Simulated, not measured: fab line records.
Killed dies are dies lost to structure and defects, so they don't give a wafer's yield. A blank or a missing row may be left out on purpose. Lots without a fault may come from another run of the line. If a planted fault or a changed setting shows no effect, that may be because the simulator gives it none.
The tool behind it: which one? + flow n5Finfet + 12 lots (36 wafers sampled), 1 step of a 1938-step route

WHAT THE GAUGES SHOWED, per wafer
N5_BEOL_M7_CD_MEAS_28: the cd target is 40 nm.
| lot  | measured     | on       | cdNm (nm)         |
|------|--------------|----------|-------------------|
| L076 | day 9 10:13  | cdSem-01 | 39.69 39.72 39.93 |
| L079 | day 9 19:09  | cdSem-01 | 40.46 39.94 40.44 |
| L075 | day 10 00:41 | cdSem-01 | 39.82 40.11 39.65 |
| L081 | day 10 23:19 | cdSem-03 | 40.09 39.49 40.32 |
| L084 | day 12 02:35 | cdSem-02 | 39.67 39.95 39.94 |
| L086 | day 12 05:51 | cdSem-02 | 39.85 40.01 39.72 |
| L087 | day 12 21:55 | cdSem-01 | 39.72 40.26 39.72 |
| L089 | day 13 05:52 | cdSem-03 | 39.45 40.13 40.19 |
| L090 | day 13 14:30 | cdSem-02 | 39.91 39.61 39.91 |
| L093 | day 14 03:05 | cdSem-01 | 39.89 39.61 40.06 |
| L096 | day 14 21:33 | cdSem-01 | 40.25 40.13 40.18 |
| L097 | day 15 07:17 | cdSem-01 | 39.89 40.14 40.22 |

WHAT TOOL EACH LOT RAN ON (gives the tool, then ch and the chambers of the sampled wafers, and finally the start)
Record: no process step prior to these readings.

THE ANSWER, worked out from the rows above alone
Rule: what is usual is taken from the lots themselves. The widest of any qualifying gaps counts: lots, ordered by their means at a reading, are off when they make up no more than a third of the lots, leave a main group of 4 or more, and stand apart from it by 3 or more times the standard deviation of that group's means. If all means in a main group match to the digits the tables above print for the reading, that group is not used. A lot without any number at a reading at which 4 lots or more have one is off too. All remaining lots with rows at the step are treated as sound.
Across all readings shown, no lot is off: no conclusion can be drawn from this.

WHAT THE SIMULATOR PUT IN
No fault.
